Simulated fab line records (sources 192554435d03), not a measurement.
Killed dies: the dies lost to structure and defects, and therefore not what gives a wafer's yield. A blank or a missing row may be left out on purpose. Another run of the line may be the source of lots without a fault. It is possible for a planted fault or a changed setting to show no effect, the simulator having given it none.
Matching of chambers || flow n5Finfet || 4 sister chambers for N5_STI_FIN_REVEAL_ALD_00 on aldSin-01
The step deposits SiO2, target thk 1 nm, pulse time 1 s. 4 wafers are shown with their chamber, then 7 later ones without.

WAFERS WITH THEIR CHAMBER
{"wafer": "L083.1", "chamber": 3, "heaterPowerOuterW (W)": 226}
{"wafer": "L083.4", "chamber": 1, "heaterPowerOuterW (W)": 319}
{"wafer": "L090.1", "chamber": 0, "heaterPowerOuterW (W)": 196}
{"wafer": "L090.3", "chamber": 2, "heaterPowerOuterW (W)": 291}

WAFERS WITH NO CHAMBER GIVEN
{"wafer": "L090.6", "heaterPowerOuterW (W)": 283}
{"wafer": "L091.4", "heaterPowerOuterW (W)": 198}
{"wafer": "L091.5", "heaterPowerOuterW (W)": 202}
{"wafer": "L091.6", "heaterPowerOuterW (W)": 210}
{"wafer": "L097.1", "heaterPowerOuterW (W)": 288}
{"wafer": "L097.4", "heaterPowerOuterW (W)": 210}
{"wafer": "L097.5", "heaterPowerOuterW (W)": 294}

WHICH CHAMBER EACH ONE RAN IN
{"wafer": "L090.6", "from the rows above": 2, "in truth": 2}
{"wafer": "L091.4", "from the rows above": 0, "in truth": 0}
{"wafer": "L091.5", "from the rows above": 0, "in truth": 0}
{"wafer": "L091.6", "from the rows above": "can't be placed: 0 or 3", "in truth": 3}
{"wafer": "L097.1", "from the rows above": 2, "in truth": 2}
{"wafer": "L097.4", "from the rows above": "can't be placed: 0 or 3", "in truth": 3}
{"wafer": "L097.5", "from the rows above": 2, "in truth": 2}
Correct placement for 5 of the 7. Can't be placed from these rows: 2 (the true chamber is among the candidates in 2). 0 placed wrongly.
How it was worked out, from the rows above alone: a wafer's distance from a chamber is the root of the sum, over the readings, of the square of ((its reading less the chamber's mean) divided by the reading's scatter). If the next closest chamber is less than 2 further off than the closest, the wafer can't be placed; otherwise it belongs to the closest. The mean given for a chamber averages the wafers shown for that chamber. The scatter (one wafer shown for each chamber): square how far every hidden wafer sits from the nearest shown wafer, average those squares and take the square root.
